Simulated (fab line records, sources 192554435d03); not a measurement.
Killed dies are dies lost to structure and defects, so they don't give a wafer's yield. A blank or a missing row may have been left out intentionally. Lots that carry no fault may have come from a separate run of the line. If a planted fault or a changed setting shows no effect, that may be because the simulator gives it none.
fab line records	flow n5Finfet	part 1 of 2: steps 1 to 17 of 26
record: lots: 5	wafers: 15	lastDay: 15
route steps=1938 shown BEOL_M4@1061
lots untouched by any fault: they come from a run of this same line in which no faults occurred
startH: start of the lot's first displayed wafer, in hours after the record's first day	waitH: hours elapsed since this lot's preceding step	" identical to the entry in the row above	L1.1+2: a row that stands for several wafers	- no value, or no start was given	* or withheld: withheld	< > ~ a bound
route shown NAME@n: NAME is a module with steps in the file, n the number in the route of the first one	usual: mean/standard deviation taken from wafers without a fault	same: alike in all rows	chamber/n: place in a boat	sites: per-site readings	_std_site: the values' standard deviation	_edge_site: mean of outer sites minus mean of inner sites	radiusMm: how far each site lies from the wafer's centre	mask NAME#n: copy n	behind: the tool/chamber that last shaped the wafer	hold: cause of the lot's hold/its duration in hours/its outcome	device: which transistor (n, p or np) failed to switch	end of line: the route-end tests of the same wafers	step lacking rows: just its recipe	killed: the dies lost at the first sort to structure and to defects; this is not the yield of the wafer	map: per-die view of a wafer (x killed, . not killed, _ where there is no die)
set.NAME: the setting the step ran with; set.NAME@STEP: the setting that earlier step ran with	model.NAME: the simulator's own value behind a step, which no gauge read
lots at some steps of the route; a table a step, a row a wafer
services: from which hour (startH, from the record's first day; less than 0 if before it) a tool's chamber was out of use, for how many hours, and why
== steps ==
step: N5_BEOL_M4_ETCH_69
recipe: chemistry: CF4	target: SiARC	targetDepthA: 156	maskMaterial: CAR-EUV	timeS: 26	ionEnergyEv: 80	pressureMtorr: 40	sourceW: 545	biasW: 36	Ar_flow_sccm: 100	cf4FlowSccm: 100	ends: cleared
usual: drypumpMotorCurrentA: 5.7/0.41	etchRfOnTimeS: 25.6/0.6	mfcArSccm: 100.0/0.34	oesProductAu: 0.69/0.081	rfVppV: 184.2/1.1	showerheadPlenumPTorr: 2.16/0.069	throttleValvePct: 15.63/0.22
lot.wafer	tool	chamber	startH	waitH	drypumpMotorCurrentA	etchRfOnTimeS	mfcArSccm	oesProductAu	rfHoursCounterH	rfVppV	showerheadPlenumPTorr	throttleValvePct
L076.3	rieDiel-06	2	171.06	0.0	5.4	25.6	100.0	0.80	24	185.1	2.27	15.19
L076.5	"	0	"	"	5.8	26.4	100.2	0.60	-	185.0	2.12	15.56
L076.6	"	1	"	"	5.4	26.1	99.5	0.60	-	185.3	2.21	15.93
L078.2	rieDiel-03	2	180.55	0.0	5.5	25.9	100.0	0.65	132	186.3	2.23	15.69
L078.4	"	3	"	"	6.2	25.1	100.3	0.73	78	184.6	2.17	15.44
L078.6	"	0	"	"	5.4	25.7	99.9	0.60	-	183.1	2.03	15.72
L080.3	rieDiel-03	2	199.67	0.0	5.5	26.6	100.3	0.65	140	184.1	2.23	15.68
L080.4	"	0	"	"	5.4	26.2	99.9	0.59	242	183.8	2.03	15.74
L080.5	"	3	"	"	6.2	25.2	100.3	0.72	-	183.3	2.17	15.45
L086.3	rieDiel-02	2	232.78	0.0	5.7	25.8	100.6	0.71	66	184.4	2.08	15.58
L086.4	"	3	"	"	5.1	26.0	100.2	0.68	78	185.3	2.17	15.59
L086.5	"	0	"	"	5.3	25.2	100.5	0.78	-	182.3	2.09	15.47
L089.3	rieDiel-03	3	254.14	0.0	6.2	25.6	100.3	0.69	112	183.4	2.16	15.51
L089.4	"	3	"	"	6.2	25.7	100.3	0.69	-	183.7	2.16	15.51
L089.5	"	0	"	"	5.4	25.1	99.6	0.85	-	186.1	2.28	15.29
step: N5_BEOL_M4_ALD_98
recipe: material: SiO2	targetThkA: 25	tempC: 100	aldPrecursorFamily: BDEAS	aldCoReactant: O2-plasma	pulseTimeS: 1	coReactantPulseTimeS: 1	purgeTimeS: 2	coReactantPurgeTimeS: 2	aldCycles: 17	pressureTorr: 2
usual: heaterPowerOuterW: 42/3.8	heaterPowerW: 81/5.8	precursorPulseHeightRel: 1.000/0.02	susceptorTempC: 100.01/0.14
lot.wafer	tool	chamber	startH	waitH	heaterPowerOuterW	heaterPowerW	precursorPulseHeightRel	susceptorTempC
L076.3	aldSin-03	3	171.38	0.3	42	78	1.002	99.77
L076.5	"	0	"	"	45	86	0.986	99.93
L076.6	"	3	"	"	40	78	0.983	99.95
L078.2	aldSin-03	2	180.79	0.2	42	80	0.994	100.08
L078.4	"	1	"	"	41	75	0.991	100.16
L078.6	"	0	"	"	45	87	0.989	100.08
L080.3	aldSin-01	1	199.75	0.1	39	80	0.992	100.17
L080.4	"	2	"	"	37	78	1.036	99.92
L080.5	"	0	"	"	42	80	0.958	99.96
L086.3	aldSin-01	1	233.16	0.4	40	80	1.016	99.95
L086.4	"	0	"	"	42	81	1.008	99.83
L086.5	"	2	"	"	38	78	0.997	100.02
L089.3	aldSin-01	2	254.23	0.1	37	79	0.992	100.14
L089.4	"	1	"	"	41	79	0.966	99.68
L089.5	"	3	"	"	48	92	0.949	100.23
step: N5_BEOL_M4_ETCHBACK_99
recipe: chemistry: CHF3	target: SiO2	targetDepthA: 50	timeS: 10.4	sourceW: 215	biasW: 47	Ar_flow_sccm: 200	CHF3_flow_sccm: 12	ionEnergyEv: 100	pressureMtorr: 30
usual: drypumpMotorCurrentA: 5.7/0.42	mfcArSccm: 200.0/0.59	oesProductAu: 0.81/0.089	rfVppV: 242/5.6	showerheadPlenumPTorr: 2.17/0.068	throttleValvePct: 17.10/0.22
lot.wafer	tool	chamber	startH	waitH	drypumpMotorCurrentA	mfcArSccm	oesProductAu	rfHoursCounterH	rfVppV	showerheadPlenumPTorr	throttleValvePct
L076.3	rieDiel-06	3	177.55	6.1	4.9	200.1	0.89	19	236	2.10	17.09
L076.5	"	2	"	"	5.4	199.8	0.92	-	245	2.29	16.65
L076.6	"	3	"	"	4.9	200.1	0.90	-	234	2.10	17.09
L078.2	rieDiel-03	2	184.51	3.7	5.5	199.4	0.77	133	250	2.25	17.16
L078.4	"	3	"	"	6.2	199.9	0.84	80	233	2.17	16.86
L078.6	"	2	"	"	5.5	199.0	0.76	-	252	2.25	17.17
L080.3	rieDiel-03	2	200.78	1.0	5.5	200.0	0.75	140	251	2.25	17.16
L080.4	"	1	"	"	6.2	200.1	0.69	238	240	2.13	17.64
L080.5	"	0	"	"	5.4	200.2	0.70	-	245	2.03	17.16
L086.3	rieDiel-06	1	234.04	0.8	5.3	198.9	0.69	217	238	2.23	17.48
L086.4	"	2	"	"	5.4	200.3	0.90	39	245	2.28	16.68
L086.5	"	0	"	"	5.9	199.9	0.70	-	242	2.12	17.06
L089.3	rieDiel-03	0	256.70	2.4	5.4	200.7	0.98	10	248	2.29	16.74
L089.4	"	3	"	"	6.2	199.9	0.80	114	232	2.16	16.93
L089.5	"	2	"	"	5.5	200.7	0.74	-	251	2.24	17.21
step: N5_BEOL_M4_ETCH_70
recipe: chemistry: N2/H2	target: SOC	targetDepthA: 800	overetchA: 240	maskMaterial: SiARC	tempC: 40	timeS: 130	ionEnergyEv: 200	pressureMtorr: 30	sourceW: 840	biasW: 150	n2FlowSccm: 200	h2FlowSccm: 200
usual: drypumpMotorCurrentA: 5.7/0.43	h2FlowSccm: 199.9/0.52	oesProductAu: 0.59/0.062	rfVppV: 524.2/2.5	showerheadPlenumPTorr: 2.56/0.084	throttleValvePct: 17.88/0.22
lot.wafer	tool	chamber	startH	waitH	drypumpMotorCurrentA	h2FlowSccm	oesProductAu	rfHoursCounterH	rfVppV	showerheadPlenumPTorr	throttleValvePct
L076.3	rieDiel-06	3	177.58	0.0	4.9	199.7	0.67	19	523.2	2.48	17.81
L076.5	"	2	"	"	5.4	199.7	0.68	-	528.2	2.71	17.48
L076.6	"	3	"	"	4.9	200.2	0.67	-	521.9	2.48	17.83
L078.2	rieDiel-03	2	184.55	0.0	5.5	200.7	0.56	133	526.4	2.66	18.00
L078.4	"	3	"	"	6.2	199.4	0.61	80	526.0	2.58	17.66
L078.6	"	2	"	"	5.5	199.8	0.56	-	526.9	2.66	18.01
L080.3	rieDiel-03	2	200.82	0.0	5.5	200.5	0.55	140	526.3	2.66	18.02
L080.4	"	1	"	"	6.2	198.7	0.51	238	522.9	2.51	18.39
L080.5	"	0	"	"	5.4	199.8	0.51	-	520.5	2.39	17.85
L086.3	rieDiel-06	1	234.08	0.0	5.3	200.8	0.51	217	525.4	2.63	18.23
L086.4	"	2	"	"	5.4	199.2	0.66	39	529.5	2.70	17.51
L086.5	"	0	"	"	5.8	200.1	0.51	-	523.9	2.52	17.79
L089.3	rieDiel-03	0	256.74	0.0	5.4	200.1	0.71	10	527.5	2.70	17.45
L089.4	"	3	"	"	6.2	200.0	0.60	114	524.4	2.57	17.74
L089.5	"	2	"	"	5.5	200.0	0.54	-	526.6	2.65	18.07
step: N5_BEOL_M4_STRIP_71
recipe: chemistry: N2/H2	tempC: 40	n2FlowSccm: 200	h2FlowSccm: 200	rfFrequencyHz: 6e+07
lot.wafer	tool	chamber	startH	waitH
L076.3+5+6	rieDiel-06	3,2,3	177.67	0.0
L078.2+4+6	rieDiel-03	2,3,2	184.63	0.0
L080.3+4+5	rieDiel-03	2,1,0	200.90	0.0
L086.3+4+5	rieDiel-06	1,2,0	234.17	0.0
L089.3+4+5	rieDiel-03	0,3,2	256.83	0.0
step: N5_BEOL_M4_STRIP_78
recipe: chemistry: N2/H2	tempC: 40	n2FlowSccm: 200	h2FlowSccm: 200	rfFrequencyHz: 6e+07
lot.wafer	tool	chamber	startH	waitH
L076.3+5+6	rieDiel-06	3,2,3	177.68	0.0
L078.2+4+6	rieDiel-03	2,3,2	184.64	0.0
L080.3+4+5	rieDiel-03	2,1,0	200.91	0.0
L086.3+4+5	rieDiel-06	1,2,0	234.18	0.0
L089.3+4+5	rieDiel-03	0,3,2	256.84	0.0
step: N5_BEOL_M4_VIA_ETCH_34
recipe: chemistry: C4F6/O2	targetDepthA: 694	maskMaterial: SOC	pressureMtorr: 15	ionEnergyEv: 250	taperDeg: 4	timeS: 65.9	sourceW: 350	biasW: 170	Ar_flow_sccm: 300	C4F6_flow_sccm: 10	O2_flow_sccm: 10
usual: C4F6_flow_sccm: 10.00/0.033	drypumpMotorCurrentA: 5.7/0.43	mfcArSccm: 299.9/0.94	oesProductAu: 0.81/0.09	rfVppV: 669/15	showerheadPlenumPTorr: 2.86/0.086	throttleValvePct: 30.85/0.26
lot.wafer	tool	chamber	startH	waitH	C4F6_flow_sccm	drypumpMotorCurrentA	mfcArSccm	oesProductAu	rfHoursCounterH	rfVppV	showerheadPlenumPTorr	throttleValvePct
L076.3	rieDiel-06	3	177.69	0.0	10.03	4.9	299.6	0.90	19	649	2.77	30.74
L076.5	"	2	"	"	10.03	5.4	297.7	0.92	-	676	3.01	30.47
L076.6	"	3	"	"	10.04	4.9	299.5	0.89	-	650	2.77	30.74
L078.2	rieDiel-03	2	184.65	0.0	10.00	5.5	300.4	0.77	133	694	2.97	30.92
L078.4	"	3	"	"	9.97	6.2	302.3	0.84	80	648	2.87	30.58
L078.6	"	2	"	"	9.96	5.5	300.1	0.77	-	692	2.97	30.92
L080.3	rieDiel-03	2	200.92	0.0	9.97	5.5	300.4	0.76	140	692	2.96	30.92
L080.4	"	1	"	"	10.03	6.2	298.1	0.70	238	669	2.82	31.39
L080.5	"	0	"	"	9.95	5.4	301.1	0.69	-	674	2.68	30.73
L086.3	rieDiel-06	1	234.19	0.0	9.98	5.3	297.9	0.69	217	659	2.94	31.27
L086.4	"	2	"	"	10.01	5.4	301.0	0.89	39	676	3.01	30.45
L086.5	"	0	"	"	10.01	5.8	299.7	0.69	-	668	2.81	30.61
L089.3	rieDiel-03	0	256.85	0.0	9.96	5.4	299.6	0.98	10	687	3.02	30.47
L089.4	"	3	"	"	10.04	6.2	299.5	0.80	114	646	2.86	30.59
L089.5	"	2	"	"	9.99	5.5	300.2	0.74	-	692	2.95	30.95
step: N5_BEOL_M4_STRIP_83
recipe: chemistry: C4F6/O2	resist: SiARC	rfFrequencyHz: 6e+07
lot.wafer	tool	chamber	startH	waitH
L076.3+5+6	rieDiel-06	3,2,3	177.74	0.0
L078.2+4+6	rieDiel-03	2,3,2	184.70	0.0
L080.3+4+5	rieDiel-03	2,1,0	200.97	0.0
L086.3+4+5	rieDiel-06	1,2,0	234.24	0.0
L089.3+4+5	rieDiel-03	0,3,2	256.90	0.0
step: N5_BEOL_M4_STRIP_36
recipe: chemistry: N2/H2	powerW: 450	tempC: 40	pressureMtorr: 20	rfFrequencyHz: 6e+07	overashFraction: 0.3	biasPowerW: 7	h2Frac: 0.5	n2FlowSccm: 200	h2FlowSccm: 200
usual: drypumpMotorCurrentA: 5.7/0.42	h2FlowSccm: 200.0/0.56	oesProductAu: 0.81/0.09	rfVppV: 59.4/1.4	showerheadPlenumPTorr: 2.56/0.084	throttleValvePct: 23.77/0.25
lot.wafer	tool	chamber	startH	waitH	drypumpMotorCurrentA	h2FlowSccm	oesProductAu	rfHoursCounterH	rfVppV	showerheadPlenumPTorr	throttleValvePct
L076.3	rieDiel-06	3	177.75	0.0	4.9	200.6	0.92	19	60.3	2.47	23.55
L076.5	"	2	"	"	5.4	198.6	0.91	-	60.6	2.70	23.48
L076.6	"	3	"	"	4.9	199.9	0.92	-	61.6	2.47	23.57
L078.2	rieDiel-03	2	184.71	0.0	5.5	200.4	0.77	133	57.6	2.66	24.00
L078.4	"	3	"	"	6.2	200.6	0.85	80	61.3	2.58	23.58
L078.6	"	2	"	"	5.5	200.9	0.77	-	59.0	2.66	23.96
L080.3	rieDiel-03	2	200.98	0.0	5.5	200.6	0.77	140	61.0	2.66	23.98
L080.4	"	1	"	"	6.2	199.3	0.69	238	59.3	2.51	24.31
L080.5	"	0	"	"	5.4	200.0	0.70	-	56.1	2.39	23.60
L086.3	rieDiel-06	1	234.25	0.0	5.4	200.3	0.68	217	58.6	2.62	24.13
L086.4	"	2	"	"	5.4	200.1	0.88	39	61.5	2.70	23.50
L086.5	"	0	"	"	5.8	199.6	0.69	-	60.1	2.51	23.53
L089.3	rieDiel-03	0	256.91	0.0	5.4	199.4	0.99	10	60.2	2.70	23.29
L089.4	"	3	"	"	6.2	200.5	0.81	114	59.2	2.57	23.61
L089.5	"	2	"	"	5.5	200.2	0.74	-	62.2	2.64	24.00
step: N5_BEOL_M4_TRENCH_ETCH_37
recipe: chemistry: C4F6/O2	targetDepthA: 555.55	target: SiOC	timeS: 29.2	ionEnergyEv: 250	pressureMtorr: 30	sourceW: 355	biasW: 185	Ar_flow_sccm: 300	C4F6_flow_sccm: 10	O2_flow_sccm: 10
usual: C4F6_flow_sccm: 10.00/0.032	drypumpMotorCurrentA: 5.7/0.42	mfcArSccm: 299.9/0.88	oesProductAu: 0.81/0.089	rfVppV: 668/15	showerheadPlenumPTorr: 2.86/0.086	throttleValvePct: 20.90/0.22
lot.wafer	tool	chamber	startH	waitH	C4F6_flow_sccm	drypumpMotorCurrentA	mfcArSccm	oesProductAu	rfHoursCounterH	rfVppV	showerheadPlenumPTorr	throttleValvePct
L076.3	rieDiel-06	3	-	-	9.99	4.9	298.9	0.90	19	651	2.77	20.93
L076.5	"	2	"	"	9.96	5.4	300.4	0.93	-	677	3.02	20.46
L076.6	"	3	"	"	9.97	4.9	297.7	0.90	-	650	2.77	20.90
L078.2	rieDiel-03	2	-	-	9.96	5.5	298.9	0.77	133	693	2.97	20.95
L078.4	"	3	"	"	9.99	6.2	299.4	0.84	80	646	2.88	20.65
L078.6	"	2	"	"	9.98	5.5	299.2	0.77	-	694	2.97	20.97
L080.3	rieDiel-03	2	-	-	9.99	5.5	299.1	0.77	140	693	2.97	20.97
L080.4	"	1	"	"	9.99	6.2	300.7	0.70	238	669	2.83	21.46
L080.5	"	0	"	"	9.99	5.4	301.2	0.69	-	674	2.69	20.91
L086.3	rieDiel-06	1	-	-	9.98	5.3	299.7	0.68	217	660	2.94	21.27
L086.4	"	2	"	"	9.98	5.4	300.1	0.90	39	676	3.01	20.49
L086.5	"	0	"	"	10.05	5.8	299.4	0.69	-	668	2.81	20.78
L089.3	rieDiel-03	0	-	-	10.02	5.4	299.8	0.99	10	685	3.02	20.56
L089.4	"	3	"	"	10.01	6.2	299.3	0.80	114	646	2.86	20.69
L089.5	"	2	"	"	10.03	5.5	301.2	0.74	-	693	2.95	21.02
step: N5_BEOL_M4_ETCH_41
recipe: chemistry: CH3F/O2	target: SiCN	targetDepthA: 299	taperDeg: 2	timeS: 52.5	ionEnergyEv: 120	maskMaterial: TiN	pressureMtorr: 30	sourceW: 395	biasW: 75	Ar_flow_sccm: 150	CH3F_flow_sccm: 30	O2_flow_sccm: 20
usual: drypumpMotorCurrentA: 5.7/0.42	mfcArSccm: 150.0/0.49	oesProductAu: 0.81/0.089	rfVppV: 297.6/1.4	showerheadPlenumPTorr: 2.01/0.063	throttleValvePct: 16.35/0.22
lot.wafer	tool	chamber	startH	waitH	drypumpMotorCurrentA	mfcArSccm	oesProductAu	rfHoursCounterH	rfVppV	showerheadPlenumPTorr	throttleValvePct
L076.3	rieDiel-06	3	-	-	4.9	150.0	0.90	19	296.8	1.95	16.37
L076.5	"	2	"	"	5.4	149.9	0.92	-	299.3	2.13	15.88
L076.6	"	3	"	"	4.9	150.3	0.91	-	297.4	1.95	16.35
L078.2	rieDiel-03	2	-	-	5.5	150.2	0.77	133	300.1	2.09	16.40
L078.4	"	3	"	"	6.2	149.8	0.84	80	297.9	2.02	16.10
L078.6	"	2	"	"	5.5	150.0	0.77	-	297.8	2.09	16.41
L080.3	rieDiel-03	2	-	-	5.5	149.9	0.76	140	300.0	2.09	16.41
L080.4	"	1	"	"	6.2	150.1	0.70	238	295.1	1.98	16.89
L080.5	"	0	"	"	5.4	149.5	0.69	-	294.9	1.89	16.41
L086.3	rieDiel-06	1	-	-	5.3	149.9	0.68	217	296.7	2.07	16.70
L086.4	"	2	"	"	5.4	150.4	0.90	39	300.1	2.12	15.93
L086.5	"	0	"	"	5.8	150.4	0.70	-	297.6	1.97	16.33
L089.3	rieDiel-03	0	-	-	5.4	149.8	0.99	10	299.9	2.13	15.97
L089.4	"	3	"	"	6.2	149.4	0.80	114	297.4	2.01	16.17
L089.5	"	2	"	"	5.5	150.0	0.75	-	299.0	2.08	16.47
step: N5_BEOL_M4_STRIP_97
recipe: chemistry: N2/H2	timeS: 10	powerW: 450	tempC: 40	pressureMtorr: 20	rfFrequencyHz: 6e+07	biasPowerW: 7	n2FlowSccm: 200	h2FlowSccm: 200
usual: drypumpMotorCurrentA: 5.7/0.42	h2FlowSccm: 200.1/0.69	oesProductAu: 0.81/0.088	rfVppV: 59.2/0.83	showerheadPlenumPTorr: 2.56/0.084	throttleValvePct: 23.77/0.25
lot.wafer	tool	chamber	startH	waitH	drypumpMotorCurrentA	h2FlowSccm	oesProductAu	rfHoursCounterH	rfVppV	showerheadPlenumPTorr	throttleValvePct
L076.3	rieDiel-06	3	-	-	4.9	199.7	0.93	19	57.9	2.47	23.56
L076.5	"	2	"	"	5.4	200.2	0.90	-	60.1	2.70	23.46
L076.6	"	3	"	"	4.9	200.5	0.92	-	59.4	2.47	23.59
L078.2	rieDiel-03	2	-	-	5.5	199.5	0.77	133	58.9	2.66	23.99
L078.4	"	3	"	"	6.2	200.4	0.84	80	60.5	2.58	23.58
L078.6	"	2	"	"	5.5	199.9	0.78	-	58.8	2.66	23.98
L080.3	rieDiel-03	2	-	-	5.5	199.9	0.77	140	60.0	2.66	23.98
L080.4	"	1	"	"	6.2	200.0	0.70	238	58.2	2.51	24.31
L080.5	"	0	"	"	5.4	200.2	0.70	-	59.2	2.39	23.59
L086.3	rieDiel-06	1	-	-	5.3	199.6	0.68	217	59.2	2.62	24.14
L086.4	"	2	"	"	5.4	200.2	0.88	39	59.0	2.70	23.48
L086.5	"	0	"	"	5.8	200.2	0.70	-	58.9	2.51	23.53
L089.3	rieDiel-03	0	-	-	5.4	199.3	0.98	10	59.6	2.70	23.26
L089.4	"	3	"	"	6.2	198.8	0.80	114	59.4	2.57	23.62
L089.5	"	2	"	"	5.5	200.3	0.74	-	59.8	2.65	24.03
step: N5_BEOL_M4_OCD_MEAS_38
usual: trenchDepthNm: 56.1/1
lot.wafer	tool	chamber	startH	waitH	trenchDepthNm
L076.3	ocd-02	-	177.95	-	54.7
L076.5	"	-	"	"	55.8
L076.6	"	-	"	"	54.9
L078.2	ocd-02	-	184.91	-	56.1
L078.4	"	-	"	"	56.0
L078.6	"	-	"	"	55.8
L080.3	ocd-02	-	201.18	-	56.0
L080.4	"	-	"	"	57.0
L080.5	"	-	"	"	55.8
L086.3	ocd-01	-	234.44	-	54.5
L086.4	"	-	"	"	55.1
L086.5	"	-	"	"	54.7
L089.3	ocd-01	-	257.10	-	57.7
L089.4	"	-	"	"	56.5
L089.5	"	-	"	"	56.7
step: N5_BEOL_M4_HM_STRIP_39
recipe: chemistry: peroxideTinStrip	material: TiN	targetDepthA: 250	tempC: 50	timeS: 158
lot.wafer	tool	chamber	startH	waitH
L076.3+5+6	wetBench-04	7,6,0	177.98	0.0
L078.2+4+6	wetBench-01	7,0,5	184.94	0.0
L080.3+4+5	wetBench-01	1,2,4	201.21	0.0
L086.3+4+5	wetBench-01	1,2,7	234.47	0.0
L089.3+4+5	wetBench-04	7,6,0	257.13	0.0
step: N5_BEOL_M4_SRD_40
recipe: timeS: 30	tempC: 23	rinseLiquid: diw	dry: ipaMarangoni
lot.wafer	tool	chamber	startH	waitH
L076.3+5+6	wetBench-04	7,6,0	178.02	0.0
L078.2+4+6	wetBench-01	7,0,5	184.99	0.0
L080.3+4+5	wetBench-01	1,2,4	201.26	0.0
L086.3+4+5	wetBench-01	1,2,7	234.52	0.0
L089.3+4+5	wetBench-04	7,6,0	257.18	0.0
step: N5_BEOL_M4_PRECLEAN_42
recipe: chemistry: residueRemover	timeS: 60	tempC: 40
lot.wafer	tool	chamber	startH	waitH
L076.3+5+6	wetBench-04	7,6,0	178.04	0.0
L078.2+4+6	wetBench-01	7,0,5	185.00	0.0
L080.3+4+5	wetBench-01	1,2,4	201.27	0.0
L086.3+4+5	wetBench-01	1,2,7	234.54	0.0
L089.3+4+5	wetBench-04	7,6,0	257.19	0.0
step: N5_BEOL_M4_SRD_43
recipe: timeS: 30	tempC: 23	rinseLiquid: diw	dry: ipaMarangoni
lot.wafer	tool	chamber	startH	waitH
L076.3+5+6	wetBench-04	7,6,0	178.06	0.0
L078.2+4+6	wetBench-01	7,0,5	185.02	0.0
L080.3+4+5	wetBench-01	1,2,4	201.29	0.0
L086.3+4+5	wetBench-01	1,2,7	234.55	0.0
L089.3+4+5	wetBench-04	7,6,0	257.21	0.0
